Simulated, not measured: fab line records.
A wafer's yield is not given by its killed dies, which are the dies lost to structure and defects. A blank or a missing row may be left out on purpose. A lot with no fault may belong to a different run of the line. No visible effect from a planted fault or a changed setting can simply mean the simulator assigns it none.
Comparing a struck lot with a sound one    flow n5_finfet    36 steps out of a route of 1938
Sound: the wafers L918.2, L918.4, L918.5. Struck: wafers L922.3, L922.5. (L922.4 of the same lot was not struck and is left out.) The cause comes at the end.
Each step with rows lists, per side, the tool, then ch with its chambers, then its first start. Under that, the readings that differ: sound wafers    struck wafers    difference of the means    sigmas: that difference in standard deviations of wafers without a fault.
alike: a reading whose means differ by less than 2 such deviations, as well as words and numbers matching on both sides. not compared: withheld readings; readings where some wafer has no value; bounds like >300 that might hide an equal value; numbers whose values overlap and for which the record gives no deviation.
Wherever a step has rows on one side only, a row that says differs or no value, or a row with sigmas, the two part there. Numbers that don't overlap but have no deviation are shown without sigmas and don't part them. Lack of a reading on every wafer of one side parts them only where that side has two or more wafers.

first, 8 steps without rows for these wafers: N5_BEOL_M9_SPUTTER_48 (material Cu, target thk 12 nm, time 2 s); N5_BEOL_M9_ECD_50 (material Cu, target thk 318 nm); N5_BEOL_M9_ANNEAL_51 (time 90 s); N5_BEOL_M9_CMP_52 (polishes, stops on SiCOH lowk, t overpolish 7 s, target thk 140 nm); N5_BEOL_M9_PRE_CLEAN_55 (time 15 s); N5_BEOL_M9_DEP_56 (deposits SiCN from 3MS/NH3, target thk 15 nm, time 26.5 s); N5_BEOL_M10_ILD_DEP_00 (deposits SiCOH lowk from DEMS/porogen, target thk 308.51 nm, time 58 s); N5_BEOL_M10_CURE_71 (cures SiCOH lowk, time 240 s).
N5_BEOL_M10_PECVD_70: deposits SiO2 from TEOS/O2, target thk 20 nm, time 22.7 s.
  sound on pecvd-02 ch 0,1,2, day 11 08:41; struck on pecvd-02 ch 2, day 11 16:59
reading                                      sound           struck     difference  sigmas
model.SiO2_of_BEOL_M10_PECVD_70.thk_nm (nm)  19.6 20.2 19.6  30.2 30.8  +10.7       
  alike: heater_power_w, showerhead_plenum_p_Torr, showerhead_vpp_V, throttle_valve_pct
  not compared: since_wet_clean_h
then, 24 steps without rows for these wafers: N5_BEOL_M10_HM_DEP_02 (deposits TiN, target thk 20 nm); N5_BEOL_M10_COAT_59 (time 60 s, resist thk 100 nm); N5_BEOL_M10_COAT_60 (time 60 s, resist thk 30 nm); N5_BEOL_M10_COAT_05 (resist thk 90 nm); N5_BEOL_M10_EBR_07; N5_BEOL_M10_SOFTBAKE_06 (time 60 s); N5_BEOL_M10_EXPOSE_08 (exposes mask M10); N5_BEOL_M10_PEB_09 (peb time 60 s); N5_BEOL_M10_DEVELOP_10 (develop time 30 s); N5_BEOL_M10_DESCUM_16 (chemistry O2, time 7.9 s); N5_BEOL_M10_ETCH_61 (etches SiARC in CF4, target depth 39 nm, time 65 s); N5_BEOL_M10_ETCH_62 (etches SOC in N2/H2, target depth 110 nm, overetch 22 nm, time 165 s); N5_BEOL_M10_STRIP_68 (strips in N2/H2); N5_BEOL_M10_STRIP_67 (strips in CF4); N5_BEOL_M10_HM_OPEN_17 (chemistry Cl2/BCl3, target TiN, target depth 20 nm, overetch 6 nm); N5_BEOL_M10_STRIP_19 (strips in O2); N5_BEOL_M10_COAT_63 (time 60 s, resist thk 100 nm); N5_BEOL_M10_COAT_64 (time 60 s, resist thk 30 nm); N5_BEOL_M10_COAT_22 (resist thk 90 nm); N5_BEOL_M10_EBR_24; N5_BEOL_M10_SOFTBAKE_23 (time 60 s); N5_BEOL_M10_EXPOSE_25 (exposes mask V9); N5_BEOL_M10_PEB_26 (peb time 60 s); N5_BEOL_M10_DEVELOP_27 (develop time 30 s).
N5_BEOL_M10_HM_STRIP_39: strips TiN in peroxide tin strip, target depth 25 nm, time 158 s.
  sound on wet_bench-03 ch 0,6,7, day 11 13:04; struck on wet_bench-01 ch 5,6, day 11 21:05
reading                                      sound         struck     difference  sigmas
model.SiO2_of_BEOL_M10_PECVD_70.thk_nm (nm)  19.4 20 19.4  30.2 30.6  +10.8       
N5_BEOL_M10_CMP_52: polishes, stops on SiCOH lowk, t overpolish 7 s, target thk 140 nm.
  sound on cmp-01 ch 0,2,3, day 11 15:42; struck on cmp-01 ch 1,2, day 12 01:43
reading                       sound              struck       difference  sigmas
barrier_field_endpoint_s (s)  27.5 29.4 28.3     41.4 41.1    +12.9       +15
overpolish_run_s (s)          6.983 7.012 7.001  5.675 5.954  -1.184      -99 or more
  alike: motor_current_A
-- a jump in the record: the struck wafers' starts before and after are 2 days apart (it breaks off in module BEOL_M10 and resumes in module PASSIVATION, where the first step shown is number 1936 of the route) --
N5_PASSIVATION_PROBE_49:
  struck on prober-02, day 14 12:22; sound on prober-01, day 13 20:13
  alike: defect_limited_yield, killed_at_M0_to_M3, killed_at_M4_up, killed_at_contacts, killed_at_front_end, killed_at_other, killed_dies, killed_on_rim, killed_open, killed_short, sort_bin_5_function, sort_bin_6_memory, sort_n_pass, sort_yield_pct

== WHERE THEY PART ==
Only at N5_BEOL_M10_CMP_52, within this record. Later steps at which nothing parts them and some readings are alike: N5_PASSIVATION_PROBE_49.

WHY: the cause the simulator had injected
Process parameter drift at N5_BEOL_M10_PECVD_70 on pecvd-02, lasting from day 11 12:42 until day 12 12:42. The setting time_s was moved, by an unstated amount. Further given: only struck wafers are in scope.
